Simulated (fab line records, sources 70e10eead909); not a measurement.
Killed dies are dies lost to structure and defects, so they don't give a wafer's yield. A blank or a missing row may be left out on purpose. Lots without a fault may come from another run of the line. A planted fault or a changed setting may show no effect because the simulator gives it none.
Chamber matching | flow nand_harc | NHARC_P_CONTACT_CMP_01 on cmp-01: 4 sister chambers
The step polishes SiO2, target thk 200 nm. 4 wafers are shown with their chamber, then 7 later ones without.

WAFERS WITH THEIR CHAMBER
wafer  | chamber | motor_current_A (A)
L293.1 | 0       | 10.9
L293.5 | 2       | 12.9
L295.1 | 1       | 12.8
L295.2 | 3       | 12.2

WAFERS WITHOUT THEIR CHAMBER
wafer  | motor_current_A (A)
L295.6 | 11.8
L296.2 | 13.3
L296.5 | 13.3
L296.6 | 13.5
L297.3 | 10.0
L297.4 | 13.6
L297.6 | 13.8

WHICH CHAMBER EACH WENT THROUGH
wafer  | from the rows above               | in truth
L295.6 | can't be placed: 3 or 0 or 1 or 2 | 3
L296.2 | can't be placed: 2 or 1 or 3      | 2
L296.5 | can't be placed: 2 or 1 or 3      | 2
L296.6 | can't be placed: 2 or 1 or 3      | 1
L297.3 | 0                                 | 0
L297.4 | can't be placed: 2 or 1 or 3      | 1
L297.6 | can't be placed: 2 or 1 or 3      | 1
Placed correctly: 1 of 7. Can't be placed from these rows: 6 (the true chamber is among the candidates in 6). Placed wrongly: 0.
How it was worked out, from the rows above alone: a wafer's distance from a chamber is the root of the sum, over the readings, of the square of ((its reading less the chamber's mean) divided by the reading's scatter). The wafer belongs to the nearest chamber; if the next one is less than 2 further off, it can't be placed. A chamber's mean is the mean of its shown wafers. The scatter: with one shown wafer a chamber, the root of the mean of the squares of how far each hidden wafer lies from its nearest shown one.
